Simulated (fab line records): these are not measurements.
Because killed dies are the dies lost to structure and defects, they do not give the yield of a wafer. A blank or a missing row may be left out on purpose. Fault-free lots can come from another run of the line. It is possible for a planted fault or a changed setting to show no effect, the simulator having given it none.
The tool behind it: which one?	flow nand harc	Sampling: 11 lots, 33 wafers, 6 of 1302 route steps

== WHAT THE GAUGES READ, wafer by wafer ==
NHARC_END_SORT_01.
lot	measured	on	defect limited yield (%)
L429	day 25 17:22	prober-02	93.9 93.5 93.8
L439	day 29 20:44	prober-01	94.5 91.9 94.2

== WHAT TOOL EACH LOT RAN ON (gives the tool, then ch and the chambers of the sampled wafers, and finally the start) ==
lot	NHARC_P_M2_DESCUM_14	NHARC_P_M2_ETCH_35	NHARC_P_M2_ECD_22	NHARC_P_M2_ANNEAL_31	NHARC_P_M2_CMP_23
L425	rie diel-12 ch 0,1,2, day 6 23:20	rie diel-12 ch 1,2, day 6 23:26	ecd cu-01 ch 0,1, day 7 00:53	rtp anneal-01 ch 0, day 7 01:16	cmp-01 ch 0,2, day 7 01:31
L426	rie diel-06 ch 0,3, day 7 01:13	rie diel-06 ch 2,3, day 7 01:19	ecd cu-02 ch 1, day 7 02:40	rtp anneal-01 ch 0, day 7 03:06	cmp-01 ch 0,1,3, day 7 03:25
L428	rie diel-07 ch 0,1,2, day 7 15:58	rie diel-07 ch 1,2,3, day 7 16:04	ecd cu-02 ch 0,1, day 7 17:23	rtp anneal-01 ch 0, day 7 18:22	cmp-02 ch 0,2,3, day 7 18:43
L429	rie diel-06 ch 1,2,3, day 8 01:47	rie diel-06 ch 0,1,3, day 8 01:53	ecd cu-01 ch 0,1, day 8 03:10	rtp anneal-02 ch 0, day 8 04:09	cmp-02 ch 0,1,3, day 8 04:29
L435	rie diel-06 ch 1,2,3, day 10 04:57	rie diel-06 ch 1,2, day 10 05:04	ecd cu-01 ch 0,1, day 10 06:25	rtp anneal-02 ch 0, day 10 07:45	cmp-01 ch 0,2, day 10 08:07
L439	rie diel-06 ch 1,2,3, day 12 09:29	rie diel-06 ch 0,2,3, day 12 09:34	ecd cu-02 ch 0,1, day 12 10:52	rtp anneal-01 ch 0, day 12 11:14	cmp-03 ch 2,3, day 12 11:35
L438	rie diel-06 ch 1,2,3, day 12 12:17	rie diel-06 ch 0,2,3, day 12 12:23	ecd cu-02 ch 0,1, day 12 13:43	rtp anneal-02 ch 0, day 12 14:02	cmp-02 ch 0,1,2, day 12 14:23
L442	rie diel-06 ch 1,2,3, day 13 08:28	rie diel-06 ch 1,2,3, day 13 08:33	ecd cu-01 ch 0,1, day 13 09:50	rtp anneal-01 ch 0, day 13 10:13	cmp-01 ch 1,2,3, day 13 10:35
L443	rie diel-12 ch 1,2,3, day 13 21:07	rie diel-12 ch 1,3, day 13 21:11	ecd cu-02 ch 0,1, day 13 22:34	rtp anneal-02 ch 0, day 13 22:58	cmp-03 ch 0,3, day 13 23:12
L446	rie diel-06 ch 0,1, day 15 06:13	rie diel-06 ch 0,1, day 15 06:18	ecd cu-02 ch 0,1, day 15 07:41	rtp anneal-01 ch 0, day 15 08:05	cmp-03 ch 1,3, day 15 08:19
L448	rie diel-12 ch 1,2, day 15 20:03	rie diel-12 ch 1,2, day 15 20:08	ecd cu-02 ch 0,1, day 15 21:26	rtp anneal-01 ch 0, day 15 21:58	cmp-01 ch 1,2,3, day 15 22:22
- NHARC_P_M2_DESCUM_14: chemistry O2, time 3 s.
- NHARC_P_M2_ETCH_35: etches the open film in N2/H2, target depth 40 nm, overetch 12 nm, time 43.94 s.
- NHARC_P_M2_ECD_22: material Cu, target thk 400 nm.
- NHARC_P_M2_ANNEAL_31: time 90 s.
- NHARC_P_M2_CMP_23: polishes, t overpolish 20 s, target thk 144.3 nm.

== THE ANSWER, worked out from the rows above alone ==
Rule: the lots themselves supply what counts as usual. Put in order of their means at a reading, lots are off if they are a third of the lots or fewer, leave a main group of 4 or more, and stand apart from it by a gap of 3 or more times the standard deviation of the main group's means; of several such gaps the widest counts. The tables above print the reading to a certain number of digits; a main group whose means all agree to those digits is not used. A lot without any number at a reading at which 4 lots or more have one is off too. The other lots that the step has rows for count as sound.
Nothing can be told from this: no lot is off at any reading shown.

== WHAT HAD BEEN PUT IN BY THE SIMULATOR ==
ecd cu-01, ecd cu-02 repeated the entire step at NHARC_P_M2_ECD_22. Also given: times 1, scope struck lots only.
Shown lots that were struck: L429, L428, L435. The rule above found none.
